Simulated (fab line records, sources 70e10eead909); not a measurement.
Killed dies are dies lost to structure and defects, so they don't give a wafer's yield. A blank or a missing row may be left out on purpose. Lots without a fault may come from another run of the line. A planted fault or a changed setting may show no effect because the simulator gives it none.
Which tool did it? | flow nand_harc | 12 lots, 36 wafers sampled, at 5 steps of a route of 1159

WHAT THE GAUGES READ, wafer by wafer
NHARC_END_SORT_01. Usual: killed_at_array 27, standard deviation 11; killed_at_other 0.7, standard deviation 1.1; killed_at_periphery 3.6, standard deviation 2.4; killed_dies 32, standard deviation 11; killed_open 3.3, standard deviation 1.8; killed_short 2.1, standard deviation 1.5.
lot  | measured     | on        | killed_at_array | killed_at_other | killed_at_periphery | killed_dies | killed_open | killed_short | flag
L400 | day 24 00:59 | prober-01 | 100 14 98       | 0 0 2           | 4 0 8               | 104 14 108  | 5 2 4       | 1 2 1        | OFF

WHICH TOOL RAN EACH LOT (tool, then ch and the chambers of the sampled wafers, then the start)
lot  | NHARC_A_CONTACT_ETCH_106           | NHARC_A_M1_STRIP_18                | NHARC_A_M1_ETCH_28                            | NHARC_A_M1_ANNEAL_31
L387 | rie_diel-03 ch 0,1, day 17 03:52   | rie_diel-09 ch 2,3, day 17 23:18   | rie_diel-09 ch 1,3, day 18 00:58 or earlier   | rtp_anneal-02 ch 0, day 18 00:58
L384 | rie_diel-03 ch 0,1,3, day 17 04:34 | rie_diel-09 ch 0,2,3, day 18 02:33 | rie_diel-09 ch 0,2,3, day 18 04:04 or earlier | rtp_anneal-01 ch 0, day 18 04:04
L385 | rie_diel-08 ch 0,1, day 17 10:20   | rie_diel-12 ch 0,1, day 18 06:16   | rie_diel-12 ch 0,1,2, day 18 07:40 or earlier | rtp_anneal-01 ch 0, day 18 07:40
L386 | rie_diel-03 ch 0,1,3, day 17 22:45 | rie_diel-10 ch 2,3, day 18 21:28   | rie_diel-10 ch 0,3, day 18 23:11 or earlier   | rtp_anneal-01 ch 0, day 18 23:11
L391 | rie_diel-03 ch 2,3, day 18 21:52   | rie_diel-12 ch 0,2,3, day 20 00:33 | rie_diel-12 ch 0,1, day 20 02:02 or earlier   | rtp_anneal-01 ch 0, day 20 02:02
L393 | rie_diel-03 ch 0,1,2, day 19 10:28 | rie_diel-10 ch 2,3, day 20 05:08   | rie_diel-10 ch 1,3, day 20 06:37 or earlier   | rtp_anneal-01 ch 0, day 20 06:37
L392 | rie_diel-13 ch 1,3, day 19 14:38   | rie_diel-09 ch 0,1,2, day 20 10:04 | rie_diel-09 ch 1,3, day 20 11:37 or earlier   | rtp_anneal-02 ch 0, day 20 11:37
L398 | rie_diel-08 ch 1,2,3, day 20 18:32 | rie_diel-10 ch 1,2, day 21 20:24   | rie_diel-10 ch 1,3, day 21 21:46 or earlier   | rtp_anneal-02 ch 0, day 21 21:46
L403 | rie_diel-13 ch 2,3, day 20 23:56   | rie_diel-12 ch 0,1,2, day 22 10:45 | rie_diel-12 ch 0,1, day 22 12:12 or earlier   | rtp_anneal-01 ch 0, day 22 12:12
L400 | rie_diel-03 ch 0,3, day 21 03:23   | rie_diel-09 ch 0,1,3, day 22 11:10 | rie_diel-09 ch 0,2,3, day 22 12:35 or earlier | rtp_anneal-02 ch 0, day 22 12:35
L401 | rie_diel-08 ch 0,2,3, day 21 09:47 | rie_diel-09 ch 2,3, day 22 19:20   | rie_diel-09 ch 1,2,3, day 22 20:52 or earlier | rtp_anneal-01 ch 0, day 22 20:52
L405 | rie_diel-08 ch 0,3, day 22 22:05   | rie_diel-12 ch 1,2, day 24 02:10   | rie_diel-12 ch 1,2,3, day 24 03:38 or earlier | rtp_anneal-02 ch 0, day 24 03:38
- NHARC_A_CONTACT_ETCH_106: etches the open film in CF4/O2, target depth 60 nm, overetch 6 nm, time 33 s.
- NHARC_A_M1_STRIP_18: strips in N2/H2.
- NHARC_A_M1_ETCH_28: etches the open film in CF4/N2, target depth 30 nm, time 72.99 s.
- NHARC_A_M1_ANNEAL_31: time 90 s.

WHAT THE TOOLS THEMSELVES READ (means of the sampled wafers that have a number; where no wafer has one, the mark that the record gives instead)
NHARC_A_CONTACT_ETCH_106. Usual: drypump_motor_current_A 5.7 A, standard deviation 0.44; oes_product_au 0.998 a.u., standard deviation 0.012; rf_vpp_V 197.4 V, standard deviation 1.6; showerhead_plenum_p_Torr 1.32 Torr, standard deviation 0.068; throttle_valve_pct 13.398 %, standard deviation 0.0094.
lot  | tool        | drypump_motor_current_A (A) | oes_product_au (a.u.) | rf_vpp_V (V) | showerhead_plenum_p_Torr (Torr) | throttle_valve_pct (%) | flag
L387 | rie_diel-03 | 5.7                         | 0.997                 | 197.1        | 1.34                            | 13.404                 |
L384 | rie_diel-03 | 5.9                         | 1.003                 | 197.5        | 1.33                            | 13.397                 |
L385 | rie_diel-08 | 5.6                         | 1.002                 | 196.2        | 1.26                            | 13.397                 |
L386 | rie_diel-03 | 5.9                         | 1.003                 | 197.3        | 1.33                            | 13.398                 |
L391 | rie_diel-03 | 6.3                         | 1.004                 | 197.3        | 1.29                            | 13.394                 |
L393 | rie_diel-03 | 5.7                         | 0.995                 | 198.4        | 1.35                            | 13.399                 |
L392 | rie_diel-13 | 6.0                         | 0.983                 | 198.5        | 1.33                            | 13.400                 |
L398 | rie_diel-08 | 5.4                         | 1.007                 | 196.4        | 1.24                            | 13.402                 |
L403 | rie_diel-13 | 5.7                         | 0.983                 | 198.6        | 1.38                            | 13.409                 |
L400 | rie_diel-03 | 6.3                         | 1.000                 | 196.3        | 1.28                            | 13.406                 |
L401 | rie_diel-08 | 5.2                         | 0.999                 | 197.3        | 1.32                            | 13.395                 |
L405 | rie_diel-08 | 5.3                         | 0.995                 | 198.7        | 1.38                            | 13.390                 |

NHARC_A_M1_STRIP_18. Usual: drypump_motor_current_A 5.8 A, standard deviation 0.52; oes_product_au 1.002 a.u., standard deviation 0.011; rf_vpp_V 90.9 V, standard deviation 0.93; showerhead_plenum_p_Torr 2.05 Torr, standard deviation 0.082; throttle_valve_pct 14.171 %, standard deviation 0.009.
lot  | tool        | drypump_motor_current_A (A) | oes_product_au (a.u.) | rf_vpp_V (V) | showerhead_plenum_p_Torr (Torr) | throttle_valve_pct (%) | flag
L387 | rie_diel-09 | 6.0                         | 1.001                 | 91.1         | 2.10                            | 14.168                 |
L384 | rie_diel-09 | 5.9                         | 1.006                 | 91.4         | 2.03                            | 14.168                 |
L385 | rie_diel-12 | 6.2                         | 0.997                 | 91.3         | 2.10                            | 14.172                 |
L386 | rie_diel-10 | 5.1                         | 1.026                 | 90.9         | 2.04                            | 14.169                 |
L391 | rie_diel-12 | 5.7                         | 1.007                 | 90.8         | 2.03                            | 14.165                 |
L393 | rie_diel-10 | 5.3                         | 1.002                 | 90.9         | 2.12                            | 14.174                 |
L392 | rie_diel-09 | 5.9                         | 1.002                 | 91.0         | 2.00                            | 14.167                 |
L398 | rie_diel-10 | 5.5                         | 0.995                 | 90.7         | 2.05                            | 14.170                 |
L403 | rie_diel-12 | 5.8                         | 1.001                 | 90.5         | 2.07                            | 14.178                 |
L400 | rie_diel-09 | 5.7                         | 1.001                 | 91.0         | 2.04                            | 14.171                 |
L401 | rie_diel-09 | 6.0                         | 1.008                 | 91.4         | 2.10                            | 14.181                 |
L405 | rie_diel-12 | 5.5                         | 0.997                 | 90.8         | 2.04                            | 14.166                 |

NHARC_A_M1_ETCH_28. Usual: drypump_motor_current_A 5.7 A, standard deviation 0.51; oes_product_au 1.002 a.u., standard deviation 0.012; rf_vpp_V 314.4 V, standard deviation 1.9; showerhead_plenum_p_Torr 2.64 Torr, standard deviation 0.099; throttle_valve_pct 19.795 %, standard deviation 0.01.
lot  | tool        | drypump_motor_current_A (A) | oes_product_au (a.u.) | rf_vpp_V (V) | showerhead_plenum_p_Torr (Torr) | throttle_valve_pct (%) | flag
L387 | rie_diel-09 | 5.7                         | 1.002                 | 316.5        | 2.72                            | 19.795                 |
L384 | rie_diel-09 | 5.9                         | 1.007                 | 313.0        | 2.61                            | 19.790                 |
L385 | rie_diel-12 | 5.8                         | 0.998                 | 314.7        | 2.66                            | 19.804                 |
L386 | rie_diel-10 | 5.2                         | 0.998                 | 313.4        | 2.61                            | 19.797                 |
L391 | rie_diel-12 | 6.3                         | 0.997                 | 315.3        | 2.71                            | 19.791                 |
L393 | rie_diel-10 | 5.5                         | 0.987                 | 316.6        | 2.78                            | 19.787                 |
L392 | rie_diel-09 | 5.7                         | 1.009                 | 315.3        | 2.72                            | 19.793                 |
L398 | rie_diel-10 | 5.7                         | 0.979                 | 316.5        | 2.73                            | 19.795                 |
L403 | rie_diel-12 | 6.3                         | 1.005                 | 316.0        | 2.71                            | 19.784                 |
L400 | rie_diel-09 | 5.9                         | 0.998                 | 314.2        | 2.61                            | 19.800                 |
L401 | rie_diel-09 | 6.0                         | 0.997                 | 314.8        | 2.66                            | 19.784                 |
L405 | rie_diel-12 | 6.0                         | 1.000                 | 313.3        | 2.63                            | 19.792                 |

NHARC_A_M1_ANNEAL_31. Usual: wafer_temp_C_max 226.0, standard deviation 0.38.
lot  | tool          | wafer_temp_C_max | flag
L387 | rtp_anneal-02 | 225.7            |
L384 | rtp_anneal-01 | 226.3            |
L385 | rtp_anneal-01 | 225.9            |
L386 | rtp_anneal-01 | 226.1            |
L391 | rtp_anneal-01 | 226.8            |
L393 | rtp_anneal-01 | 226.4            |
L392 | rtp_anneal-02 | 225.7            |
L398 | rtp_anneal-02 | 225.6            |
L403 | rtp_anneal-01 | 226.3            |
L400 | rtp_anneal-02 | 225.7            |
L401 | rtp_anneal-01 | 226.1            |
L405 | rtp_anneal-02 | 225.6            |

THE ANSWER, worked out from the rows above alone
Rule: a lot is off if the mean of its wafers that have a number lies more than 3 standard deviations from the usual mean. A lot without any number at a reading at which 4 lots or more have one is off too. The other lots that the step has rows for count as sound. The gauges are gone through in route order, then the tools' own readings, and for those a lot's mean is taken as printed above. The first step at which some lot is off is used, and at that step the reading that is off furthest; a lot without a number counts as furthest.
Off: L400, at NHARC_END_SORT_01 (killed_at_array). Neither off nor sound, because the step has no rows for them: L387, L384, L385, L386, L391, L393, L392, L398, L403, L401, L405.
A tool fits if, at a process step before that reading, it ran every lot that is off, and no sound lot after the first of them. The gauges at NHARC_END_SORT_01 are tried like those tools. NHARC_A_M1_ETCH_28 gives no start for some lots, so the hours and the order of its lots are those of NHARC_A_M1_ANNEAL_31. Can't be told from this: 4 tools fit, rie_diel-03 at NHARC_A_CONTACT_ETCH_106, rie_diel-09 at NHARC_A_M1_STRIP_18 and NHARC_A_M1_ETCH_28, rtp_anneal-02 at NHARC_A_M1_ANNEAL_31, prober-01 at NHARC_END_SORT_01.

WHAT THE SIMULATOR HAD PUT IN
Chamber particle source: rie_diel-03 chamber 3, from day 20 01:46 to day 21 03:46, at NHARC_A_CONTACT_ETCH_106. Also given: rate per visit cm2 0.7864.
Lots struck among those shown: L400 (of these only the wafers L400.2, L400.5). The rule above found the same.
